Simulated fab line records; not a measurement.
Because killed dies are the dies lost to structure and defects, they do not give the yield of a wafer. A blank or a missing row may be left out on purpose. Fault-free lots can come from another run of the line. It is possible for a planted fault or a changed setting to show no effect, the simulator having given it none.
fab line records :: flow nand-harc :: part 2 of 2: steps 42 to 42 of 42
[record]
  lots = 5
  wafers = 14
  last-day = 24
route steps=1159 shown A_ONON_D1@439 A_CHANNEL_HOLE_D1@450 END@1159
lots that met no fault: taken from a fault-free run of the same line
start-h: the number of hours between the record's first day and the start of the first shown wafer of the lot :: wait-h: how many hours have passed since the lot's step before this one :: " identical to the entry in the row above :: L1.1+2: several wafers, shown together as one row :: - no value present, or no start provided :: * or withheld: withheld :: < > ~ a bound
route shown NAME@n: NAME is a module with steps in the file, n the number in the route of the first one :: usual: average and standard deviation across the fault-free wafers :: same: alike in all rows :: chamber/n: place in a boat :: sites: the reading at each site :: _std_site: the values' standard deviation :: _edge_site: inner sites' mean taken away from outer sites' mean :: radius-mm: how far each site lies from the wafer's centre :: mask NAME#n: copy n :: behind: the last tool/chamber to shape the wafer :: hold: what put the lot on hold/how long, in hours/how the hold closed :: device: transistor that didn't switch, given as n, p or np :: end of line: the same wafers' tests at the end of the route :: a step given without rows: its recipe and nothing more :: killed: count of dies lost to structure and defects at first sort (not the wafer's yield) :: map: per-die view of a wafer (x killed, . not killed, _ where there is no die)
set.NAME: the run value of the setting; set.NAME@STEP: its run value at that earlier step :: model.NAME: the simulator's own value behind a step, which no gauge read
certain route steps with their lots: each step a table, each wafer a row
services: from which hour (start-h, from the record's first day; less than 0 if before it) a tool's chamber was out of use, for how many hours, and why
[[steps]]
[step NHARC_END_SORT_01]
[recipe]
  temp-c = 25
[usual]
  killed-at-array = 29/8.4
  killed-at-other = 0.7/1.2
  killed-at-periphery = 3.8/2.1
  killed-dies = 33/9
  killed-open = 3.4/2
  killed-short = 2.1/1.4
[same]
  gross-dies = 677
lot.wafer: L740.3
tool: prober-02
chamber: 0
start-h: 497.08
wait-h: 3.1
killed-at-array: 21
killed-at-other: 1
killed-at-periphery: 3
killed-dies: 25
killed-open: 4
killed-short: 0

lot.wafer: L740.4
tool: prober-02
chamber: 0
start-h: 497.88
wait-h: 3.4
killed-at-array: 20
killed-at-other: 1
killed-at-periphery: 3
killed-dies: 24
killed-open: 2
killed-short: 3

lot.wafer: L740.5
tool: prober-02
chamber: 0
start-h: 498.67
wait-h: 3.7
killed-at-array: 19
killed-at-other: 0
killed-at-periphery: 4
killed-dies: 23
killed-open: 5
killed-short: 3

lot.wafer: L748.1
tool: prober-01
chamber: 0
start-h: 503.21
wait-h: 2.4
killed-at-array: 23
killed-at-other: 0
killed-at-periphery: 6
killed-dies: 29
killed-open: 2
killed-short: 0

lot.wafer: L748.3
tool: prober-01
chamber: 0
start-h: 504.82
wait-h: 3.1
killed-at-array: 23
killed-at-other: 0
killed-at-periphery: 6
killed-dies: 29
killed-open: 1
killed-short: 2

lot.wafer: L748.4
tool: prober-01
chamber: 0
start-h: 505.63
wait-h: 3.4
killed-at-array: 26
killed-at-other: 1
killed-at-periphery: 10
killed-dies: 37
killed-open: 5
killed-short: 2

lot.wafer: L753.1
tool: prober-01
chamber: 0
start-h: 534.61
wait-h: 2.5
killed-at-array: 27
killed-at-other: 2
killed-at-periphery: 2
killed-dies: 31
killed-open: 4
killed-short: 1

lot.wafer: L753.3
tool: prober-01
chamber: 0
start-h: 536.23
wait-h: 3.1
killed-at-array: 28
killed-at-other: 1
killed-at-periphery: 7
killed-dies: 36
killed-open: 11
killed-short: 2

lot.wafer: L753.5
tool: prober-01
chamber: 0
start-h: 537.86
wait-h: 3.7
killed-at-array: 28
killed-at-other: 0
killed-at-periphery: 0
killed-dies: 28
killed-open: 2
killed-short: 1

lot.wafer: L759.4
tool: prober-02
chamber: 0
start-h: 560.10
wait-h: 3.4
killed-at-array: 41
killed-at-other: 0
killed-at-periphery: 5
killed-dies: 46
killed-open: 5
killed-short: 2

lot.wafer: L759.5
tool: prober-02
chamber: 0
start-h: 560.89
wait-h: 3.6
killed-at-array: 671
killed-at-other: 1
killed-at-periphery: 5
killed-dies: 677
killed-open: 3
killed-short: 2

lot.wafer: L762.3
tool: prober-02
chamber: 0
start-h: 567.06
wait-h: 3.1
killed-at-array: 21
killed-at-other: 0
killed-at-periphery: 7
killed-dies: 28
killed-open: 4
killed-short: 2

lot.wafer: L762.4
tool: prober-02
chamber: 0
start-h: 567.86
wait-h: 3.4
killed-at-array: 23
killed-at-other: 0
killed-at-periphery: 3
killed-dies: 26
killed-open: 2
killed-short: 0

lot.wafer: L762.5
tool: prober-02
chamber: 0
start-h: 568.66
wait-h: 3.7
killed-at-array: 25
killed-at-other: 0
killed-at-periphery: 1
killed-dies: 26
killed-open: 3
killed-short: 1
// killed by level:class
L740.3 A_SLIT:chamber-film-flake=7 A_CHANNEL_HOLE_D1:chamber-film-flake=4 A_STAIRCASE:chamber-film-flake=4 A_M1:geometric-particle:open=2 A_CONTACT:chamber-film-flake=2 A_M0:geometric-particle:open=1 STARTING-WAFER:geometric-particle:open=1 P_GATE:chamber-film-flake=1
L740.4 A_SLIT:chamber-film-flake=8 A_CHANNEL_HOLE_D1:chamber-film-flake=3 A_STAIRCASE:chamber-film-flake=3 A_WL_FILL:geometric-particle:short=2 P_M1:chamber-film-flake=2 A_CONTACT:chamber-film-flake=2 P_CONTACT:geometric-particle:short=1 A_CHANNEL_FILL_D1:geometric-particle:open=1
L740.5 A_SLIT:chamber-film-flake=6 A_CONTACT:chamber-film-flake=5 P_GATE:geometric-particle:open=3 A_CHANNEL_HOLE_D1:chamber-film-flake=2 A_CHANNEL_HOLE_D1:geometric-particle:short=1 A_SGD_CUT:geometric-particle:short=1 A_CONTACT:geometric-particle:open=1 A_BLC:geometric-particle:open=1
L748.1 A_CHANNEL_HOLE_D1:chamber-film-flake=14 P_ZERO_WELL:chamber-film-flake=3 P_STI:chamber-film-flake=2 A_BONDPAD:chamber-film-flake=2 A_CHANNEL_FILL_D1:chamber-film-flake=2 A_STAIRCASE:chamber-film-flake=2 A_SGD_CUT:geometric-particle:open=1 A_CONTACT:geometric-particle:open=1
L748.3 A_CHANNEL_HOLE_D1:chamber-film-flake=14 A_CONTACT:chamber-film-flake=3 P_ZERO_WELL:chamber-film-flake=2 P_GATE:chamber-film-flake=2 A_CHANNEL_FILL_D1:chamber-film-flake=2 P_CONTACT:geometric-particle:short=1 A_ONON_D1:geometric-particle:short=1 A_M0:geometric-particle:open=1
L748.4 A_CHANNEL_HOLE_D1:chamber-film-flake=13 P_ZERO_WELL:chamber-film-flake=4 P_STI:chamber-film-flake=4 A_CONTACT:chamber-film-flake=3 A_BONDPAD:chamber-film-flake=3 A_M0:geometric-particle:open=2 P_M0:chamber-film-flake=2 A_SGD_CUT:geometric-particle:short=1
L753.1 A_SLIT:chamber-film-flake=11 A_CHANNEL_HOLE_D1:chamber-film-flake=6 A_WL_FILL:chamber-film-flake=3 A_M0:geometric-particle:open=2 A_STAIRCASE:chamber-film-flake=2 THIN_TSV:chamber-film-flake=2 P_GATE:geometric-particle:open=1 A_SOURCE_PLATE:geometric-particle:short=1
L753.3 A_SLIT:chamber-film-flake=13 A_CHANNEL_HOLE_D1:chamber-film-flake=4 P_M0:geometric-particle:open=3 A_CONTACT:chamber-film-flake=3 P_GATE:geometric-particle:open=2 P_CONTACT:geometric-particle:open=2 A_ONON_D1:geometric-particle:open=2 A_CHANNEL_FILL_D1:geometric-particle:short=1
L753.5 A_SLIT:chamber-film-flake=16 A_CHANNEL_HOLE_D1:chamber-film-flake=4 A_STAIRCASE:chamber-film-flake=3 A_CONTACT:chamber-film-flake=2 A_CHANNEL_FILL_D1:geometric-particle:short=1 A_CONTACT:geometric-particle:open=1 A_M0:geometric-particle:open=1
L759.4 A_CHANNEL_HOLE_D1:chamber-film-flake=20 A_CONTACT:chamber-film-flake=7 P_GATE:chamber-film-flake=4 A_STAIRCASE:chamber-film-flake=4 A_CONTACT:geometric-particle:open=3 A_WL_FILL:geometric-particle:short=2 P_GATE:geometric-particle:open=1 A_CHANNEL_FILL_D1:geometric-particle:open=1
L759.5 A_CHANNEL_HOLE_D1:area-dep=637 A_CHANNEL_HOLE_D1:chamber-film-flake=16 A_CONTACT:chamber-film-flake=10 P_GATE:chamber-film-flake=3 A_STAIRCASE:chamber-film-flake=2 P_M0:geometric-particle:open=1 A_CHANNEL_FILL_D1:geometric-particle:short=1 A_CONTACT:geometric-particle:open=1
L762.3 A_CHANNEL_HOLE_D1:chamber-film-flake=5 A_CONTACT:chamber-film-flake=5 P_ZERO_WELL:chamber-film-flake=3 A_STAIRCASE:chamber-film-flake=3 A_WL_FILL:chamber-film-flake=2 A_BONDPAD:chamber-film-flake=2 P_GATE:geometric-particle:open=1 P_M0:geometric-particle:open=1
L762.4 A_CHANNEL_HOLE_D1:chamber-film-flake=13 A_STAIRCASE:chamber-film-flake=3 A_CONTACT:chamber-film-flake=3 P_GATE:chamber-film-flake=2 A_WL_FILL:chamber-film-flake=2 A_ONON_D1:geometric-particle:open=1 A_CONTACT:geometric-particle:open=1 P_ZERO_WELL:chamber-film-flake=1
L762.5 A_CONTACT:chamber-film-flake=10 A_CHANNEL_HOLE_D1:chamber-film-flake=7 A_STAIRCASE:chamber-film-flake=3 P_CONTACT:geometric-particle:short=1 A_CHANNEL_FILL_D1:geometric-particle:open=1 A_WL_FILL:geometric-particle:open=1 A_M0:geometric-particle:open=1 A_ZERO_WELL:chamber-film-flake=1
// map L759.5 (x killed, . not)
____________x____________
_________xxxxxxx_________
_______xxxxxxxxxxx_______
______xxxxxxxxxxxxx______
_____xxxxxxxxxxxxxxx_____
____xxxxxxxxxxxxxxxxx____
____xxxxxxxxxxxxxxxxx____
___xxxxxxxxxxxxxxxxxxx___
___xxxxxxxxxxxxxxxxxxx___
__xxxxxxxxxxxxxxxxxxxxx__
__xxxxxxxxxxxxxxxxxxxxx__
_xxxxxxxxxxxxxxxxxxxxxxx_
_xxxxxxxxxxxxxxxxxxxxxxx_
_xxxxxxxxxxxxxxxxxxxxxxx_
_xxxxxxxxxxxxxxxxxxxxxxx_
_xxxxxxxxxxxxxxxxxxxxxxx_
xxxxxxxxxxxxxxxxxxxxxxxxx
xxxxxxxxxxxxxxxxxxxxxxxxx
xxxxxxxxxxxxxxxxxxxxxxxxx
xxxxxxxxxxxxxxxxxxxxxxxxx
xxxxxxxxxxxxxxxxxxxxxxxxx
_xxxxxxxxxxxxxxxxxxxxxxx_
_xxxxxxxxxxxxxxxxxxxxxxx_
_xxxxxxxxxxxxxxxxxxxxxxx_
_xxxxxxxxxxxxxxxxxxxxxxx_
_xxxxxxxxxxxxxxxxxxxxxxx_
__xxxxxxxxxxxxxxxxxxxxx__
__xxxxxxxxxxxxxxxxxxxxx__
___xxxxxxxxxxxxxxxxxxx___
___xxxxxxxxxxxxxxxxxxx___
____xxxxxxxxxxxxxxxxx____
____xxxxxxxxxxxxxxxxx____
_____xxxxxxxxxxxxxxx_____
______xxxxxxxxxxxxx______
_______xxxxxxxxxxx_______
_________xxxxxxx_________
____________x____________
// map L748.4 (x killed, . not)
____________x____________
_________.....x._________
_______....xx.x..._______
______.......xx....______
_____.......xx......_____
____......x.x........____
____........x........____
___.x........x........___
___...................___
__...x.................__
__.....................__
_......................._
_....................x.._
_...............x......._
_......................._
_......................._
.........................
.x................x......
x........................
.......................x.
......xx.................
_....xxx..x............._
_......................._
_x..xx.................._
_......................._
_...xx.................._
__.....................__
__...x.................__
___.........x.........___
___...................___
____...x.............____
____.................____
_____..............._____
______.............______
_______..x........_______
_________.x....._________
____________.____________
[[services]]
tool: pecvd-02
chamber: -
start-h: 153.43
hours: 13.0
kind: pm

tool: pecvd-02
chamber: 0
start-h: 153.43
hours: 13.0
kind: vent-cycle

tool: pecvd-02
chamber: 1
start-h: 153.43
hours: 13.0
kind: vent-cycle

tool: pecvd-02
chamber: 2
start-h: 153.43
hours: 13.0
kind: vent-cycle

tool: pecvd-04
chamber: 0
start-h: 158.15
hours: 4.9
kind: repair

tool: pecvd-02
chamber: 0
start-h: 166.43
hours: -
kind: clean

tool: pecvd-02
chamber: 1
start-h: 166.43
hours: -
kind: clean

tool: acl-dep-02
chamber: -
start-h: 170.28
hours: 13.0
kind: pm

tool: pecvd-04
chamber: -
start-h: 195.09
hours: 13.0
kind: pm

tool: acl-dep-03
chamber: -
start-h: 224.38
hours: 13.0
kind: pm

tool: pecvd-01
chamber: -
start-h: 237.19
hours: 13.0
kind: pm

tool: pecvd-02
chamber: 0
start-h: 279.08
hours: 2.8
kind: repair

tool: pecvd-02
chamber: 2
start-h: 279.40
hours: 2.9
kind: repair

tool: pecvd-03
chamber: -
start-h: 292.36
hours: 13.0
kind: pm

tool: pecvd-03
chamber: 0
start-h: 292.36
hours: 13.0
kind: vent-cycle

tool: pecvd-03
chamber: 1
start-h: 292.36
hours: 13.0
kind: vent-cycle

tool: pecvd-03
chamber: 2
start-h: 292.36
hours: 13.0
kind: vent-cycle

tool: acl-dep-01
chamber: -
start-h: 295.86
hours: 13.0
kind: pm

tool: har-etch-01
chamber: -
start-h: 305.00
hours: 17.0
kind: pm

tool: har-etch-01
chamber: 0
start-h: 305.00
hours: 17.0
kind: vent-cycle

tool: har-etch-01
chamber: 1
start-h: 305.00
hours: 17.0
kind: vent-cycle

tool: pecvd-03
chamber: 0
start-h: 305.36
hours: -
kind: clean

tool: pecvd-03
chamber: 1
start-h: 305.36
hours: -
kind: clean

tool: pecvd-03
chamber: 2
start-h: 305.36
hours: -
kind: clean
[[key]]
[first-sign]
  step = NHARC_END_SORT_01
  reading = killed-at-array
  direction = up
  sigmas = 76
  usual = 29
  struck = 671
[effect]
  step = NHARC_END_SORT_01
  reading = killed-dies
  direction = up
  sigmas = 72
  usual = 33
  struck = 677
[more-kills-born-at]
  NHARC_A_CHANNEL_HOLE_D1_DEP_01@pecvd-03 = 637
met-at NHARC_A_CHANNEL_HOLE_D1_DEP_01
struck-wafers L759.5
later-rows-left-out L759.5
tester-left-out L759
onset-between 252.44 292.27
[fault]
  kind = process-parameter-drift
  tool = pecvd-03
  chamber = -
  onset-h = 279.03
  steps = NHARC_A_CHANNEL_HOLE_D1_DEP_01
  channel = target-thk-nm
  offset = 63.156
  shape = step
  end-h = 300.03
  scope = struck-wafers-only
  acts-in = these-recipes-only
  stated = 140
// tester-left-out: of these lots the tester's yield and bins aren't shown, on N5 and GAA mostly nor the transistor test; their killed dies are dies lost to structure and defects alone, not to doping, threshold or leakage, so they don't give the yield
// later-rows-left-out: the simulator's readings of these wafers behind a module that went badly wrong aren't trusted and aren't shown, but for the sort
